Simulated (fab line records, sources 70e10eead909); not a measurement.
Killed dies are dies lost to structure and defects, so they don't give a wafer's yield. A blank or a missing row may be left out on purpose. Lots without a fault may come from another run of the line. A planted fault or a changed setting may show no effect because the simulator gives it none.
Which tool did it? | flow nand_harc | 6 lots, 17 wafers sampled, at 4 steps of a route of 1159

WHAT THE GAUGES READ, wafer by wafer
NHARC_END_SORT_01.
lot  | measured     | on        | killed_at_other
L452 | day 23 00:50 | prober-02 | 0 0 1
L453 | day 23 17:24 | prober-02 | 663 654 662
L457 | day 24 01:52 | prober-01 | 641 649
L462 | day 24 15:47 | prober-01 | 0 0 0
L464 | day 25 07:33 | prober-02 | 3 2 4
L468 | day 26 02:42 | prober-02 | 0 2 1

WHICH TOOL RAN EACH LOT (tool, then ch and the chambers of the sampled wafers, then the start)
lot  | NHARC_THIN_TSV_ETCH_44             | NHARC_THIN_TSV_STRIP_45              | NHARC_THIN_TSV_PRE_CLEAN_50
L452 | rie_diel-09 ch 0,1,2, day 21 19:20 | plasma_asher-02 ch 0,1, day 21 20:11 | pvd_sputter-02, day 23 00:50 or earlier
L453 | rie_diel-09 ch 0,1,2, day 21 23:14 | plasma_asher-02 ch 0,1, day 21 23:58 | pvd_sputter-02, day 23 17:24 or earlier
L457 | rie_diel-10 ch 2,3, day 22 01:16   | plasma_asher-01 ch 0, day 22 02:11   | pvd_sputter-03, day 24 01:52 or earlier
L462 | rie_diel-09 ch 1,2,3, day 22 18:37 | plasma_asher-01 ch 0,1, day 22 19:23 | pvd_sputter-02, day 24 15:47 or earlier
L464 | rie_diel-09 ch 0,1,2, day 23 06:20 | plasma_asher-02 ch 0,1, day 23 07:10 | pvd_sputter-01, day 25 07:33 or earlier
L468 | rie_diel-09 ch 1,2, day 24 06:58   | plasma_asher-02 ch 0,1, day 24 07:45 | pvd_sputter-03, day 26 02:42 or earlier
- NHARC_THIN_TSV_ETCH_44: etches the open film in CF4/O2, target depth 1594.2 nm, time 797.1 s.
- NHARC_THIN_TSV_STRIP_45: strips in O2.
- NHARC_THIN_TSV_PRE_CLEAN_50: time 30 s.

THE ANSWER, worked out from the rows above alone
Rule: what is usual is taken from the lots themselves. Put in order of their means at a reading, lots are off if they are a third of the lots or fewer, leave a main group of 4 or more, and stand apart from it by a gap of 3 or more times the standard deviation of the main group's means; of several such gaps the widest counts. A main group whose means are all the same, to the digits that the tables above print for the reading, isn't used. A lot without any number at a reading at which 4 lots or more have one is off too. The other lots that the step has rows for count as sound.
Off: L453, L457, at NHARC_END_SORT_01 (killed_at_other). The main group: mean 1.1, standard deviation 1.2.
A tool fits if, at a process step before that reading, it ran every lot that is off, and no sound lot after the first of them. The gauges at NHARC_END_SORT_01 are tried like those tools. NHARC_THIN_TSV_PRE_CLEAN_50 gives no start for some lots, so the hours and the order of its lots are those of NHARC_END_SORT_01. None of those tried fits.

WHAT THE SIMULATOR HAD PUT IN
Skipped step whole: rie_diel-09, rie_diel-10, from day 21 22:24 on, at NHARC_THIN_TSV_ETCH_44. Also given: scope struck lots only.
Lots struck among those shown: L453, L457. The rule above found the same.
